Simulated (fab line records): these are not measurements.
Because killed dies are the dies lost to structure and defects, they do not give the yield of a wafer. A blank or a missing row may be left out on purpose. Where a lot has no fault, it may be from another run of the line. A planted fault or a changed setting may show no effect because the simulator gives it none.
3 desks looking at one fault / flow nand_harc / numbers are kept per desk, each desk with only its own; the story behind them comes last

## AT THE TOOL OWNER'S DESK: rie_diel-02
The tool's own readings at NHARC_A_M1_ETCH_15 (etches the open film in C4F8/Ar, target depth 182.5 nm, time 91.2 s): means of the sampled wafers that have a number, for each lot that ran on this tool. Any lot whose mean is over 4 standard deviations away from the usual mean is out of limits and marked OUT; that distance is given in the brackets.
Columns: A = oes_product_au at NHARC_A_M1_ETCH_15, usual 0.953 a.u.; B = rf_fwd_power_W at NHARC_A_M1_ETCH_15, usual 595.8 W; C = rf_vpp_V at NHARC_A_M1_ETCH_15, usual 441 V
lot=L485; first seen here=day 28 02:52; A=0.962; B=595.5; C=440
lot=L491; first seen here=day 29 17:03; A=0.896; B=596.9; C=440
Finding of this desk: none of the 2 lots has anything out of limits.

## THE DEFECT DESK
Counts from the inspections along the route, per lot, as means over the sampled wafers that have a number. Any lot whose mean is over 4 standard deviations away from the usual mean is out of limits and marked OUT; that distance is given in the brackets.
Columns: A = raw_defect_count at NHARC_A_M1_INSPECT_11, usual 87
lot=L475; first seen here=day 23 14:26; A=22
lot=L481; first seen here=day 26 05:43; A=112
lot=L485; first seen here=day 28 02:38; A=78
lot=L491; first seen here=day 29 16:49; A=64
lot=L497; first seen here=day 32 11:37; A=98
Finding of this desk: none of the 5 lots has anything out of limits.

## METROLOGY DESK
Lot by lot, what the gauges showed, no matter which tool ran the lot: averages of those sampled wafers that carry a number. Any lot whose mean is over 4 standard deviations away from the usual mean is out of limits and marked OUT; that distance is given in the brackets.
Columns: A = cd_nm at NHARC_A_M1_CD_MEAS_09, usual 119.6 nm; B = overlay_x_nm at NHARC_A_M1_OVL_MEAS_10, usual -0.1 nm; C = overlay_y_nm at NHARC_A_M1_OVL_MEAS_10, usual -0.2 nm; D = cd_nm at NHARC_A_M1_CD_MEAS_16, usual 119.8 nm
lot=L475; first seen here=day 23 14:19; A=119.0; B=-0.2; C=-0.4; D=119.0
lot=L481; first seen here=day 26 05:36; A=119.4; B=0.4; C=-0.2; D=119.5
lot=L485; first seen here=day 28 02:30; A=120.0; B=-0.2; C=-1.0; D=120.7
lot=L491; first seen here=day 29 16:41; A=120.1; B=0.7; C=0.1; D=119.9
lot=L497; first seen here=day 32 11:29; A=119.6; B=0.4; C=-0.0; D=119.4
Finding of this desk: none of the 5 lots has anything out of limits.

## BROUGHT TOGETHER
Nothing out of limits was seen by the tool owner's desk.
No out-of-limits result turned up at the defect desk.
The metrology desk saw nothing out of limits.

## WHAT WAS PUT IN BY THE SIMULATOR
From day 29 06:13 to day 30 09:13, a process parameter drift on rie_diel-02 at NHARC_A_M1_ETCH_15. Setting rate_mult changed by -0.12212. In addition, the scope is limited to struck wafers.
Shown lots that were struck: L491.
